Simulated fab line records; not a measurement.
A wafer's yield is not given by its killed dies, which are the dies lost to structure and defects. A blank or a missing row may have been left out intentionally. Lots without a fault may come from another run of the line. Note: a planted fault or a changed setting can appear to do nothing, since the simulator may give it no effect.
Problem report in the 8D (eight disciplines) form, filled by code / flow nand_harc / the parts of the form that need people (team, actions taken, sign-off) are left out

## 1. PROBLEM STATEMENT
Wafers without a fault read 53, standard deviation 19; killed_at_array at NHARC_END_SORT_01 reads a mean of 669 on 3 wafers belonging to 2 lots. That is +32 standard deviations from the usual mean.
Earliest sighting: wafer L881.2 on prober-02 at day 28 22:49. The record holds 6 wafers of 2 lots with a number at this step. Rule for "out" (also "out of limits"): further than 4 standard deviations from the usual mean. Any other wafer with a number is counted as sound.

## 2. WHAT THIS IS AND IS NOT
question=which readings at this step | is=killed_at_array, killed_dies | is not=killed_at_other, killed_at_periphery, killed_open, killed_short
question=which lots | is=L881, L884 | is not=-
question=which wafers of those lots | is=L881.2, L881.5, L884.5 | is not=L881.6, L884.4, L884.6
question=read on which gauges | is=prober-01, prober-02 | is not=-
question=when | is=from day 28 22:49 | is not=up to then (0 sound wafers); but 3 sound wafers of L881, L884 came after

## 3. THE SUSPECTS, EACH WITH WHAT RULES IT OUT
Counting: any tool at a process step up to the reading remains a suspect provided it ran every lot that is out. Sound lots after the first of them don't rule it out here, since some wafers of a struck lot are sound.
- ruled out: the gauge at NHARC_END_SORT_01. Those wafers that are out were read across 2 gauges (prober-01, prober-02).
- rie_diel-11 at NHARC_A_STAIRCASE_TRIM_26 (chemistry O2, time 211.2 s): kept. It ran every lot that is out, first L881 (day 20 10:30). NHARC_A_STAIRCASE_TRIM_26 gives no start for some lots, so the hours and the order of its lots are those of NHARC_A_STAIRCASE_ETCH_194.
- rie_diel-04 at NHARC_A_STAIRCASE_TRIM_189 (chemistry O2, time 211.2 s): kept. It ran every lot that is out, first L881 (day 20 10:30). NHARC_A_STAIRCASE_TRIM_189 gives no start for some lots, so the hours and the order of its lots are those of NHARC_A_STAIRCASE_ETCH_194.
- rie_diel-04 at NHARC_A_STAIRCASE_TRIM_193 (chemistry O2, time 211.2 s): kept. It ran every lot that is out, first L881 (day 20 10:30). NHARC_A_STAIRCASE_TRIM_193 gives no start for some lots, so the hours and the order of its lots are those of NHARC_A_STAIRCASE_ETCH_194.
- rie_diel-04 at NHARC_A_STAIRCASE_ETCH_194 (etches the open film in C4F8/O2, target depth 100 nm, time 40.5 s): kept. It ran every lot that is out, first L881 (day 20 10:30). Out on those wafers are its own readings of oes_product_au.
- Within rie_diel-11 at NHARC_A_STAIRCASE_TRIM_26: the wafers that are out ran in chambers 1, 2; their sound lot-mates ran in chambers 0, 3.
Left after counting: rie_diel-11 at NHARC_A_STAIRCASE_TRIM_26, rie_diel-04 at NHARC_A_STAIRCASE_TRIM_189, rie_diel-04 at NHARC_A_STAIRCASE_TRIM_193, rie_diel-04 at NHARC_A_STAIRCASE_ETCH_194.

## 4. THE CAUSE (what the simulator had put in)
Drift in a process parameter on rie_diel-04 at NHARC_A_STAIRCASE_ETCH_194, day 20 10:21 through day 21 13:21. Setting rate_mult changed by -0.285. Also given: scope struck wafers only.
Counting leaves 4 suspects; this tool is one of them.

## 5. THE CHAIN OF EFFECTS, in route order
One row per reading whose mean, taken over the struck wafers that have a number, lies over 3 standard deviations from the usual. Only readings whose record carries a usual standard deviation are examined. hours: median over the lots of the time between each lot's start at the first step of this table that gives one and its start at this step. sigmas: the change, counted in usual standard deviations.
hours=0; step=NHARC_A_STAIRCASE_ETCH_194; reading=oes_product_au; usual=0.941 a.u.; on struck wafers=0.772; change=-0.169; sigmas=-19
hours=214; step=NHARC_END_SORT_01; reading=killed_at_array; usual=53; on struck wafers=669; change=+616; sigmas=+32
hours=214; step=NHARC_END_SORT_01; reading=killed_dies; usual=57; on struck wafers=673; change=+616; sigmas=+32
Process steps it contains:
- NHARC_A_STAIRCASE_ETCH_194: etches the open film in C4F8/O2, target depth 100 nm, time 40.5 s.

## 6. WHAT WOULD HAVE CAUGHT IT SOONER
204 hours passed between the start of the fault at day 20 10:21 and the first reading out of limits at a measuring or inspecting step in this record, taken at day 28 22:49.
Tool's own readings at NHARC_A_STAIRCASE_ETCH_194, oes_product_au: out on all struck wafers the step has rows for; an alarm limit on them would have tripped on the first.
All the lots that are out (2) had begun NHARC_A_STAIRCASE_ETCH_194 on rie_diel-04 by day 28 22:49. Had the tool been put on hold then, not one of them would have been saved.
